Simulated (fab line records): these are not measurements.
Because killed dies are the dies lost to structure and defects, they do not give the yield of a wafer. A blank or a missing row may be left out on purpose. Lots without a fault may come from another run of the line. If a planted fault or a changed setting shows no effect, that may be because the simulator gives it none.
Matching of chambers || flow n5Finfet || N5_BEOL_M10_CURE_72 on uvCure-01 has 3 sister chambers
The step cures SiCOH lowk, time 120 s. 3 wafers are shown with their chamber, then 9 later ones without.

== WAFERS WITH THEIR CHAMBER ==
{"wafer": "L081.6", "chamber": 2, "wafer_temp_C_max": 370.3}
{"wafer": "L083.4", "chamber": 0, "wafer_temp_C_max": 373.1}
{"wafer": "L086.5", "chamber": 1, "wafer_temp_C_max": 371.4}

== WAFERS WITHOUT THEIR CHAMBER ==
{"wafer": "L090.2", "wafer_temp_C_max": 371.0}
{"wafer": "L090.4", "wafer_temp_C_max": 371.3}
{"wafer": "L090.6", "wafer_temp_C_max": 371.3}
{"wafer": "L094.2", "wafer_temp_C_max": 371.7}
{"wafer": "L094.4", "wafer_temp_C_max": 371.9}
{"wafer": "L094.6", "wafer_temp_C_max": 372.2}
{"wafer": "L095.1", "wafer_temp_C_max": 373.7}
{"wafer": "L095.4", "wafer_temp_C_max": 373.2}
{"wafer": "L095.5", "wafer_temp_C_max": 374.0}

== CHAMBER TAKEN BY EACH ==
{"wafer": "L090.2", "from the rows above": "can't be placed: 1 or 2", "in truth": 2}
{"wafer": "L090.4", "from the rows above": "can't be placed: 1 or 2", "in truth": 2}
{"wafer": "L090.6", "from the rows above": "can't be placed: 1 or 2", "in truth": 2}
{"wafer": "L094.2", "from the rows above": 1, "in truth": 1}
{"wafer": "L094.4", "from the rows above": "can't be placed: 1 or 0", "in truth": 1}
{"wafer": "L094.6", "from the rows above": "can't be placed: 1 or 0", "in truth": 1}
{"wafer": "L095.1", "from the rows above": 0, "in truth": 0}
{"wafer": "L095.4", "from the rows above": 0, "in truth": 0}
{"wafer": "L095.5", "from the rows above": 0, "in truth": 0}
4 of 9 placed correctly. Can't be placed from these rows: 5 (the true chamber is among the candidates in 5). Wrongly placed: 0.
How it was worked out, from the rows above alone: a wafer's distance from a chamber is the root of the sum, over the readings, of the square of ((its reading less the chamber's mean) divided by the reading's scatter). The wafer belongs to the nearest chamber; if the next one is less than 2 further off, it can't be placed. Each chamber's mean is taken over the wafers shown for it. The scatter: with one shown wafer a chamber, the root of the mean of the squares of how far each hidden wafer lies from its nearest shown one.
